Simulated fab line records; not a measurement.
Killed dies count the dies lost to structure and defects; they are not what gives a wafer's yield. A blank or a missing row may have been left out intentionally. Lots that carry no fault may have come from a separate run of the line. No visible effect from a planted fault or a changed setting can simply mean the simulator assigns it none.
Chamber matching / flow nand harc / NHARC_A_CONTACT_DEP_85 on pecvd-04 has 3 sister chambers
The step deposits SiON, target thk 50 nm. 20 wafers are shown with their chamber, then 10 later ones without.

WAFERS, EACH WITH ITS CHAMBER
wafer=L080.1; chamber=1; heater power outer w (W)=461; heater power w (W)=800; chamber pressure Torr (Torr)=3.493
wafer=L080.2; chamber=0; heater power outer w (W)=522; heater power w (W)=824; chamber pressure Torr (Torr)=3.509
wafer=L080.6; chamber=1; heater power outer w (W)=452; heater power w (W)=811; chamber pressure Torr (Torr)=3.504
wafer=L083.3; chamber=1; heater power outer w (W)=365; heater power w (W)=668; chamber pressure Torr (Torr)=3.497
wafer=L083.4; chamber=1; heater power outer w (W)=366; heater power w (W)=693; chamber pressure Torr (Torr)=3.495
wafer=L083.6; chamber=2; heater power outer w (W)=404; heater power w (W)=677; chamber pressure Torr (Torr)=3.493
wafer=L081.1; chamber=0; heater power outer w (W)=550; heater power w (W)=848; chamber pressure Torr (Torr)=3.501
wafer=L081.3; chamber=1; heater power outer w (W)=405; heater power w (W)=729; chamber pressure Torr (Torr)=3.491
wafer=L081.6; chamber=0; heater power outer w (W)=542; heater power w (W)=855; chamber pressure Torr (Torr)=3.495
wafer=L084.2; chamber=2; heater power outer w (W)=488; heater power w (W)=791; chamber pressure Torr (Torr)=3.492
wafer=L084.3; chamber=1; heater power outer w (W)=436; heater power w (W)=792; chamber pressure Torr (Torr)=3.492
wafer=L084.6; chamber=2; heater power outer w (W)=380; heater power w (W)=638; chamber pressure Torr (Torr)=3.504
wafer=L085.1; chamber=1; heater power outer w (W)=416; heater power w (W)=762; chamber pressure Torr (Torr)=3.501
wafer=L085.3; chamber=0; heater power outer w (W)=565; heater power w (W)=874; chamber pressure Torr (Torr)=3.491
wafer=L085.4; chamber=0; heater power outer w (W)=570; heater power w (W)=853; chamber pressure Torr (Torr)=3.495
wafer=L086.2; chamber=1; heater power outer w (W)=434; heater power w (W)=782; chamber pressure Torr (Torr)=3.501
wafer=L086.4; chamber=1; heater power outer w (W)=431; heater power w (W)=770; chamber pressure Torr (Torr)=3.502
wafer=L086.5; chamber=0; heater power outer w (W)=524; heater power w (W)=809; chamber pressure Torr (Torr)=3.503
wafer=L090.1; chamber=2; heater power outer w (W)=458; heater power w (W)=768; chamber pressure Torr (Torr)=3.517
wafer=L090.2; chamber=0; heater power outer w (W)=555; heater power w (W)=854; chamber pressure Torr (Torr)=3.504

SIGNATURES (averages over the wafers above)
reading=heater power outer w; chamber 0=546.86; chamber 1=418.44; chamber 2=432.50; scatter within a chamber=33.3
reading=heater power w; chamber 0=845.29; chamber 1=756.33; chamber 2=718.50; scatter within a chamber=47.5
reading=chamber pressure Torr; chamber 0=3.49971; chamber 1=3.49733; chamber 2=3.50150; scatter within a chamber=0.007
Rule: for a wafer and a chamber, the distance is found by dividing, reading by reading, the gap between the wafer's reading and the chamber's mean by the reading's scatter, squaring, summing and taking the root. The wafer belongs to the nearest chamber; if the next one is less than 2 further off, it can't be placed. The scatter is the square root of a quotient: the sum, over the shown wafers, of each reading's squared deviation from its chamber's mean, divided by wafers minus chambers.

WAFERS WITH NO CHAMBER GIVEN
wafer=L090.4; heater power outer w (W)=553; heater power w (W)=845; chamber pressure Torr (Torr)=3.493
wafer=L092.1; heater power outer w (W)=417; heater power w (W)=776; chamber pressure Torr (Torr)=3.508
wafer=L092.2; heater power outer w (W)=409; heater power w (W)=678; chamber pressure Torr (Torr)=3.485
wafer=L092.4; heater power outer w (W)=423; heater power w (W)=767; chamber pressure Torr (Torr)=3.513
wafer=L097.1; heater power outer w (W)=562; heater power w (W)=887; chamber pressure Torr (Torr)=3.497
wafer=L097.2; heater power outer w (W)=448; heater power w (W)=705; chamber pressure Torr (Torr)=3.497
wafer=L097.3; heater power outer w (W)=424; heater power w (W)=791; chamber pressure Torr (Torr)=3.502
wafer=L095.2; heater power outer w (W)=468; heater power w (W)=747; chamber pressure Torr (Torr)=3.492
wafer=L095.4; heater power outer w (W)=470; heater power w (W)=738; chamber pressure Torr (Torr)=3.498
wafer=L095.5; heater power outer w (W)=582; heater power w (W)=910; chamber pressure Torr (Torr)=3.511

THE CHAMBER EACH PASSED THROUGH
wafer=L090.4; from the rows above=0; in truth=0
wafer=L092.1; from the rows above=can't be placed: 1 or 2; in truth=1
wafer=L092.2; from the rows above=can't be placed: 1 or 2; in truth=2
wafer=L092.4; from the rows above=can't be placed: 2 or 1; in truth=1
wafer=L097.1; from the rows above=0; in truth=0
wafer=L097.2; from the rows above=can't be placed: 2 or 1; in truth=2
wafer=L097.3; from the rows above=can't be placed: 1 or 2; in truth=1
wafer=L095.2; from the rows above=can't be placed: 1 or 2 or 0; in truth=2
wafer=L095.4; from the rows above=can't be placed: 2 or 1 or 0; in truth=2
wafer=L095.5; from the rows above=0; in truth=0
Correct placement for 3 of the 10. Unplaceable from these rows: 7, with the true chamber sitting among the candidates in 7. Wrongly placed: 0.
